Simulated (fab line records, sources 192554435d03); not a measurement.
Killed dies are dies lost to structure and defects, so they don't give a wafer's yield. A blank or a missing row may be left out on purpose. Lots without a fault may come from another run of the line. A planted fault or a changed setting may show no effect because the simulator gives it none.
Chamber matching | flow n5_finfet | N5_BEOL_M9_CURE_72 on uv_cure-01: 3 sister chambers
The step cures SiCOH lowk, time 120 s. 18 wafers are shown with their chamber, then 9 later ones without.

WAFERS WITH THEIR CHAMBER
wafer  | chamber | wafer_temp_C_max | lamp_power_pct (%)
L078.1 | 0       | 371.4            | 52.37
L078.2 | 0       | 371.8            | 52.26
L078.5 | 0       | 373.1            | 52.27
L080.1 | 1       | 371.0            | 52.30
L080.2 | 1       | 371.2            | 52.26
L080.6 | 1       | 370.8            | 52.32
L079.1 | 2       | 372.1            | 52.38
L079.5 | 2       | 372.1            | 52.28
L079.6 | 2       | 371.4            | 52.33
L084.2 | 1       | 371.4            | 52.42
L084.4 | 1       | 371.3            | 52.30
L084.5 | 1       | 371.5            | 52.28
L087.1 | 1       | 371.8            | 52.26
L087.3 | 1       | 371.4            | 52.36
L087.6 | 1       | 371.5            | 52.30
L089.1 | 1       | 371.5            | 52.28
L089.2 | 1       | 371.5            | 52.34
L089.6 | 1       | 371.7            | 52.37

SIGNATURES (means of the wafers above)
reading          | chamber 0 | chamber 1 | chamber 2 | scatter within a chamber
wafer_temp_C_max | 372.100   | 371.383   | 371.867   | 0.429
lamp_power_pct   | 52.3000   | 52.3158   | 52.3300   | 0.0505
Rule: a wafer's distance from a chamber is the root of the sum, over the readings, of the square of ((its reading less the chamber's mean) divided by the reading's scatter). The wafer belongs to the nearest chamber; if the next one is less than 2 further off, it can't be placed. The scatter: the root of (the sum of the squares of (reading less its chamber's mean) over the shown wafers, divided by (wafers less chambers)).

WAFERS WITHOUT THEIR CHAMBER
wafer  | wafer_temp_C_max | lamp_power_pct (%)
L089.3 | 370.9            | 52.31
L089.4 | 371.1            | 52.36
L089.5 | 371.1            | 52.21
L094.1 | 370.9            | 52.23
L094.4 | 371.1            | 52.25
L094.6 | 372.0            | 52.25
L094.2 | 371.0            | 52.40
L094.3 | 371.3            | 52.17
L094.5 | 371.6            | 52.40

WHICH CHAMBER EACH WENT THROUGH
wafer  | from the rows above          | in truth
L089.3 | can't be placed: 1 or 2 or 0 | 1
L089.4 | can't be placed: 1 or 2 or 0 | 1
L089.5 | can't be placed: 1 or 0 or 2 | 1
L094.1 | can't be placed: 1 or 2 or 0 | 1
L094.4 | can't be placed: 1 or 2 or 0 | 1
L094.6 | can't be placed: 0 or 2 or 1 | 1
L094.2 | can't be placed: 1 or 2 or 0 | 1
L094.3 | can't be placed: 1 or 0 or 2 | 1
L094.5 | can't be placed: 2 or 1 or 0 | 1
Placed correctly: 0 of 9. Can't be placed from these rows: 9 (the true chamber is among the candidates in 9). Placed wrongly: 0.
